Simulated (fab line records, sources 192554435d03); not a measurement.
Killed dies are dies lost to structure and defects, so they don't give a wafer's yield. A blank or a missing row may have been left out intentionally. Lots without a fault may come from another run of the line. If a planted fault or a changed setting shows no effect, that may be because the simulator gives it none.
Matching of chambers ; flow n5Finfet ; rieDiel-06 running N5_BEOL_M5_ETCH_68: 4 sister chambers
The step etches SOC in N2/H2, target depth 80 nm, overetch 16 nm, time 120 s. 8 wafers are shown with their chamber, then 8 later ones without.

== WAFERS, EACH WITH ITS CHAMBER ==
wafer;chamber;drypumpMotorCurrentA (A);showerheadPlenumPTorr (Torr)
L078.1;1;6.5;2.53
L078.3;0;5.2;2.46
L084.5;2;5.6;2.63
L084.6;1;6.5;2.52
L088.2;2;5.6;2.62
L088.3;3;5.7;2.62
L088.5;0;5.2;2.45
L087.1;3;5.6;2.62

== WAFERS MISSING THEIR CHAMBER ==
wafer;drypumpMotorCurrentA (A);showerheadPlenumPTorr (Torr)
L087.5;5.6;2.62
L087.6;5.6;2.62
L093.2;5.2;2.45
L093.3;5.6;2.62
L093.5;5.2;2.45
L091.1;5.2;2.45
L091.2;6.5;2.52
L091.4;5.6;2.62

== WHICH CHAMBER EACH ONE RAN IN ==
wafer;from the rows above;in truth
L087.5;can't be placed: 2 or 3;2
L087.6;can't be placed: 2 or 3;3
L093.2;0;0
L093.3;can't be placed: 2 or 3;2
L093.5;0;0
L091.1;0;0
L091.2;1;1
L091.4;can't be placed: 2 or 3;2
Correct placement for 4 of the 8. Not placeable from these rows: 4 (in 4, the candidates include the true chamber). Placed wrongly: 0.
How it was worked out, from the rows above alone: a wafer's distance from a chamber is the root of the sum, over the readings, of the square of ((its reading less the chamber's mean) divided by the reading's scatter). The wafer belongs to the nearest chamber; if the next one is less than 2 further off, it can't be placed. Each chamber's mean is taken over the wafers shown for it. The scatter: take each reading less its chamber's mean, square it, sum over the shown wafers, divide by the number of wafers less the number of chambers, and take the root.
